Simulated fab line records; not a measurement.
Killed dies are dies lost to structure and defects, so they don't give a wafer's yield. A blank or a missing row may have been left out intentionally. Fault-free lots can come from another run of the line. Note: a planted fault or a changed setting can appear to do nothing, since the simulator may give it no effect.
Chamber matching | flow n5 finfet | N5_BEOL_M6_STRIP_19 on rie diel-02: 4 sister chambers
The step strips in O2. 4 wafers are shown with their chamber, then 10 later ones without.

## WAFERS WITH THEIR CHAMBER
wafer  | chamber | showerhead plenum p Torr (Torr)
L085.6 | 2       | 2.04
L083.1 | 1       | 2.03
L084.2 | 0       | 2.07
L084.4 | 3       | 2.19

## WAFERS WITHOUT THEIR CHAMBER
wafer  | showerhead plenum p Torr (Torr)
L084.6 | 2.03
L090.3 | 2.06
L090.4 | 2.03
L090.5 | 2.19
L092.1 | 2.06
L092.2 | 2.03
L092.3 | 2.03
L095.2 | 2.02
L095.3 | 2.03
L095.4 | 2.06

## EACH ONE'S CHAMBER
wafer  | from the rows above     | in truth
L084.6 | can't be placed: 1 or 2 | 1
L090.3 | can't be placed: 0 or 2 | 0
L090.4 | can't be placed: 1 or 2 | 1
L090.5 | 3                       | 3
L092.1 | can't be placed: 0 or 2 | 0
L092.2 | can't be placed: 1 or 2 | 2
L092.3 | can't be placed: 1 or 2 | 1
L095.2 | can't be placed: 1 or 2 | 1
L095.3 | can't be placed: 1 or 2 | 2
L095.4 | can't be placed: 0 or 2 | 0
Placed correctly: 1 of 10. These rows do not allow placing 9 (true chamber among the candidates in 9). Wrongly placed: 0.
How it was worked out, from the rows above alone: a wafer's distance from a chamber is the root of the sum, over the readings, of the square of ((its reading less the chamber's mean) divided by the reading's scatter). If the next closest chamber is less than 2 further off than the closest, the wafer can't be placed; otherwise it belongs to the closest. The mean given for a chamber averages the wafers shown for that chamber. The scatter (one wafer shown for each chamber): square how far every hidden wafer sits from the nearest shown wafer, average those squares and take the square root.
